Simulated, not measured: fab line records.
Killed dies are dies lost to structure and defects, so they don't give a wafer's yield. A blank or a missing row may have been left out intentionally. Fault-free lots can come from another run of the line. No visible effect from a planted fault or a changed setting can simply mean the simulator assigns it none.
Struck lot and sound lot, side by side || flow n5 finfet || 29 out of 1938 route steps
Sound: the wafers L237.4, L237.5, L237.6. Struck: wafer L244.2. (L244.1, L244.3 of the same lot were not struck and are left out.) The cause comes at the end.
At each step with rows: each side's tool, then ch and its chambers, then its first start. Under that, the readings that differ: sound wafers || struck wafers || difference of the means || sigmas: that difference in standard deviations of wafers without a fault.
alike: a reading whose means differ by less than 2 such deviations, as well as words and numbers matching on both sides. not compared: withheld readings; readings where some wafer has no value; bounds like >300 that might hide an equal value; numbers whose values overlap and for which the record gives no deviation.
A row with sigmas, a row that says differs or no value, or rows on one side alone: a step with any of these is where the two part. Numbers that don't overlap but have no deviation are shown without sigmas and don't part them. A reading that every wafer of one side lacks parts them only if that side has two wafers or more.

first, 9 steps without rows for these wafers: N5_BEOL_M15_COAT_22 (resist thk 800 nm); N5_BEOL_M15_EBR_24; N5_BEOL_M15_SOFTBAKE_23 (time 60 s); N5_BEOL_M15_EXPOSE_25 (exposes mask M15, target cd 400 nm); N5_BEOL_M15_PEB_26 (peb time 90 s); N5_BEOL_M15_DEVELOP_27 (develop time 45 s); N5_BEOL_M15_HARDBAKE_32 (time 120 s); N5_BEOL_M15_DESCUM_33 (chemistry O2, time 7.9 s); N5_BEOL_M15_ETCH_61 (etches BARC in N2/H2, target depth 89 nm, overetch 26.7 nm, time 67.9 s).
N5_BEOL_M15_TRENCH_ETCH_34: etches SiO2 in C4F8/O2/Ar, target depth 872.93 nm, time 199 s.
  sound on rie diel-01 ch 0,1,3, day 13 18:26; struck on rie diel-01 ch 1, day 14 23:40
{"reading": "oes product au (a.u.)", "sound": "0.97 0.71 0.89", "struck": 1.24, "difference": "+0.38", "sigmas": "+4"}
{"reading": "model.etch.depth nm (nm)", "sound": "876.2 878.6 872", "struck": 1469, "difference": "+593", "sigmas": ""}
{"reading": "model.coat_of_BEOL_M15_COAT_22.thk nm (nm)", "sound": "539.4 532.8 539.6", "struck": 422, "difference": -115, "sigmas": ""}
{"reading": "model.BEOL_M15.cd nm (nm)", "sound": "395.4 399.2 399.4", "struck": 408.4, "difference": "+10.4", "sigmas": ""}
  alike: O2_flow_sccm, drypump motor current A, oes_f_703_au, rf vpp V, showerhead plenum p Torr, throttle valve pct
  not compared: rf hours counter h
then, 3 steps without rows for these wafers: N5_BEOL_M15_STRIP_36 (strips in O2); N5_BEOL_M15_STRIP_62 (strips in O2); N5_BEOL_M15_STRIP_37 (strips in O2).
N5_BEOL_M15_ETCH_38: etches SiCN in CF4/N2, target depth 106.4 nm, time 120.5 s.
  sound on rie diel-02 ch 2,3; struck on rie diel-02 ch 1
{"reading": "model.BEOL_M15.cd nm (nm)", "sound": "395.4 399.2 399.4", "struck": 408.4, "difference": "+10.4", "sigmas": ""}
  alike: drypump motor current A, oes product au, rf vpp V, showerhead plenum p Torr, throttle valve pct
  not compared: rf hours counter h
then, 9 steps without rows for these wafers: N5_BEOL_M15_PRECLEAN_39 (cleans in residue remover, time 60 s); N5_BEOL_M15_SRD_40 (time 30 s, dry time 30 s); N5_BEOL_M15_DEGAS_41 (time 60 s); N5_BEOL_M15_PRE_CLEAN_42 (time 30 s); N5_BEOL_M15_SPUTTER_43 (material TaN, target thk 15 nm, time 24.19 s); N5_BEOL_M15_SPUTTER_44 (material Ta, target thk 15 nm, time 24.19 s); N5_BEOL_M15_SPUTTER_45 (material Cu, target thk 100 nm, time 16.67 s); N5_BEOL_M15_ECD_47 (material Cu, target thk 1860 nm); N5_BEOL_M15_ANNEAL_48 (time 90 s).
N5_BEOL_M15_CMP_49: polishes, stops on SiO2, t overpolish 4.9 s, target thk 850 nm.
  sound on cmp-02 ch 0,1,3, day 13 20:17; struck on cmp-04 ch 3, day 15 02:31
{"reading": "model.Cu_of_BEOL_M15_ECD_47.thk nm (nm)", "sound": "855.4 854.4 848.2", "struck": 1446, "difference": "+593", "sigmas": ""}
  alike: edge zone pressure frac, motor current A, platen rpm
N5_BEOL_M15_THK_MEAS_50: measures by xrf.
  sound on film metro-02 at day 13 20:31; struck on film metro-01 at day 15 02:49
{"reading": "M15_THK (nm)", "sound": "855 855 852", "struck": 1441, "difference": "+587", "sigmas": "+26"}
then, 2 steps without rows for these wafers: N5_BEOL_M15_PRE_CLEAN_52 (time 15 s); N5_BEOL_M15_DEP_53 (deposits SiCN from 3MS/NH3, target thk 50 nm, time 17.8 s).
N5_BEOL_M15_RS_MEAS_54: the measuring method here is four-point-probe.
  sound on film metro-01 at day 13 20:38; struck on film metro-02 at day 15 02:56
{"reading": "M15_RS (ohm/sq)", "sound": "0.0214 0.0214 0.0216", "struck": 0.0126, "difference": -0.0089, "sigmas": -17}
N5_PASSIVATION_PROBE_49:
  only the struck wafers here have rows in the record (prober-02, day 15 16:59); the sound ones have none

## WHERE THEY PART
Last at N5_PASSIVATION_PROBE_49 as far as this record goes, first at N5_BEOL_M15_TRENCH_ETCH_34.

WHY: the cause the simulator had injected
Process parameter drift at N5_BEOL_M15_TRENCH_ETCH_34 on rie diel-01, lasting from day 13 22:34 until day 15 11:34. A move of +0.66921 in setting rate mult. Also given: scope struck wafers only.
